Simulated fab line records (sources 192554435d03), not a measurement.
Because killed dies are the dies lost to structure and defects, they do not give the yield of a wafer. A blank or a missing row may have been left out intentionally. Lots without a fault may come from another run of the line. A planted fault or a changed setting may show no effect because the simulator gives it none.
Lot-split experiment :: flow n5 finfet :: 7 lots, 21 wafers read, on a route of 1938 steps

THE SPLIT ITSELF
At N5_BEOL_M13_EXPOSE_07 (exposes mask V12), the setting dose mj was moved away from the recipe's 24.8 on 7 of the 21 wafers read, by -7.3% to +5.4%. For the rest of the wafers, this setting stayed at what the recipe calls for.

FROM THE SPLIT TO THE READING: what the file shows between them, 6 steps
- N5_BEOL_M13_PEB_08: peb time 90 s
- N5_BEOL_M13_DEVELOP_09: develop time 45 s
- N5_BEOL_M13_HARDBAKE_14: time 120 s
- N5_BEOL_M13_CD_MEAS_10: target cd 190 nm
- N5_BEOL_M13_STRIP_71: strips in post etch residue remover, time 60 s
- N5_BEOL_M13_SRD_72: time 30 s, dry time 30 s

THE READING
Shown in nm: cd nm at N5_BEOL_M13_CD_MEAS_17, with target cd 190 nm. On this fab line, fault-free wafers typically give 190.1 nm with a standard deviation of 1.6 nm.

wafer: L079.2
tool, chamber at the split: krf scanner-01, 0
dose mj as run: 24.8
against the recipe: recipe
cd nm, nm: 190.1
against lot-mates on the recipe: -

wafer: L079.5
tool, chamber at the split: krf scanner-01, 0
dose mj as run: 24.8
against the recipe: recipe
cd nm, nm: 191.5
against lot-mates on the recipe: -

wafer: L079.6
tool, chamber at the split: krf scanner-01, 0
dose mj as run: 23.16
against the recipe: -6.6%
cd nm, nm: 185.5
against lot-mates on the recipe: -5.3

wafer: L078.1
tool, chamber at the split: krf scanner-02, 0
dose mj as run: 24.8
against the recipe: recipe
cd nm, nm: 192.2
against lot-mates on the recipe: -

wafer: L078.3
tool, chamber at the split: krf scanner-02, 0
dose mj as run: 24.8
against the recipe: recipe
cd nm, nm: 191.9
against lot-mates on the recipe: -

wafer: L078.5
tool, chamber at the split: krf scanner-02, 0
dose mj as run: 24.8
against the recipe: recipe
cd nm, nm: 189.9
against lot-mates on the recipe: -

wafer: L083.1
tool, chamber at the split: krf scanner-01, 0
dose mj as run: 24.8
against the recipe: recipe
cd nm, nm: 188.4
against lot-mates on the recipe: -

wafer: L083.2
tool, chamber at the split: krf scanner-01, 0
dose mj as run: 23.08
against the recipe: -6.9%
cd nm, nm: 182.5
against lot-mates on the recipe: -5.9

wafer: L083.4
tool, chamber at the split: krf scanner-01, 0
dose mj as run: 23.08
against the recipe: -6.9%
cd nm, nm: 183.7
against lot-mates on the recipe: -4.7

wafer: L081.3
tool, chamber at the split: krf scanner-02, 0
dose mj as run: 26.14
against the recipe: +5.4%
cd nm, nm: 195.7
against lot-mates on the recipe: +4.1

wafer: L081.4
tool, chamber at the split: krf scanner-02, 0
dose mj as run: 24.8
against the recipe: recipe
cd nm, nm: 191.7
against lot-mates on the recipe: -

wafer: L081.6
tool, chamber at the split: krf scanner-02, 0
dose mj as run: 24.8
against the recipe: recipe
cd nm, nm: 191.5
against lot-mates on the recipe: -

wafer: L086.2
tool, chamber at the split: krf scanner-02, 0
dose mj as run: 22.99
against the recipe: -7.3%
cd nm, nm: 182.7
against lot-mates on the recipe: no lot-mate on the recipe

wafer: L086.4
tool, chamber at the split: krf scanner-02, 0
dose mj as run: 22.99
against the recipe: -7.3%
cd nm, nm: 185.2
against lot-mates on the recipe: no lot-mate on the recipe

wafer: L086.6
tool, chamber at the split: krf scanner-02, 0
dose mj as run: 22.99
against the recipe: -7.3%
cd nm, nm: 184.6
against lot-mates on the recipe: no lot-mate on the recipe

wafer: L089.2
tool, chamber at the split: krf scanner-02, 0
dose mj as run: 24.8
against the recipe: recipe
cd nm, nm: 190.3
against lot-mates on the recipe: -

wafer: L089.4
tool, chamber at the split: krf scanner-02, 0
dose mj as run: 24.8
against the recipe: recipe
cd nm, nm: 192.2
against lot-mates on the recipe: -

wafer: L089.5
tool, chamber at the split: krf scanner-02, 0
dose mj as run: 24.8
against the recipe: recipe
cd nm, nm: 189.3
against lot-mates on the recipe: -

wafer: L091.1
tool, chamber at the split: krf scanner-01, 0
dose mj as run: 24.8
against the recipe: recipe
cd nm, nm: 190.5
against lot-mates on the recipe: -

wafer: L091.2
tool, chamber at the split: krf scanner-01, 0
dose mj as run: 24.8
against the recipe: recipe
cd nm, nm: 190.5
against lot-mates on the recipe: -

wafer: L091.4
tool, chamber at the split: krf scanner-01, 0
dose mj as run: 24.8
against the recipe: recipe
cd nm, nm: 189.7
against lot-mates on the recipe: -

THE FIT
A straight line over all 21 wafers: cd nm changes by +0.94 nm for each +1% of dose mj; r = +0.95; the points scatter about the line by 1.2 nm.
The same after taking each lot's own level away (the mean of its wafers on the recipe; 18 wafers): +0.772 nm for each +1%; r = +0.95; scatter 0.78 nm.
On that fit, the largest move of dose mj shifts the reading by 5.6 nm.
The span of the lots' own levels, 188.40 to 191.60 nm, comes to 2.0 times the standard deviation stated above.
In other words, the slope is changed by the lot-to-lot level; the two fits disagree.
Check: with one of the wafers moved furthest among these (-6.9%) left out of the fit, the line predicts -5.14 nm for it against its lot-mates. It came out at -5.9 nm against them.

THE WHOLE CHAIN: every reading that the file lists as answering this split, in the file's order
step: N5_BEOL_M13_CD_MEAS_10
what it does: target cd 190 nm
reading: cd nm
change (the file's fit): +1.1 nm for each +1% of the setting
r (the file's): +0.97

step: N5_BEOL_M13_CD_MEAS_17
what it does: target cd 190 nm
reading: cd nm
change (the file's fit): +0.78 nm for each +1% of the setting
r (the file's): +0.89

FILE'S OWN FIT
cd nm changes by +0.78 nm for each +1% of dose mj, r = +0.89.
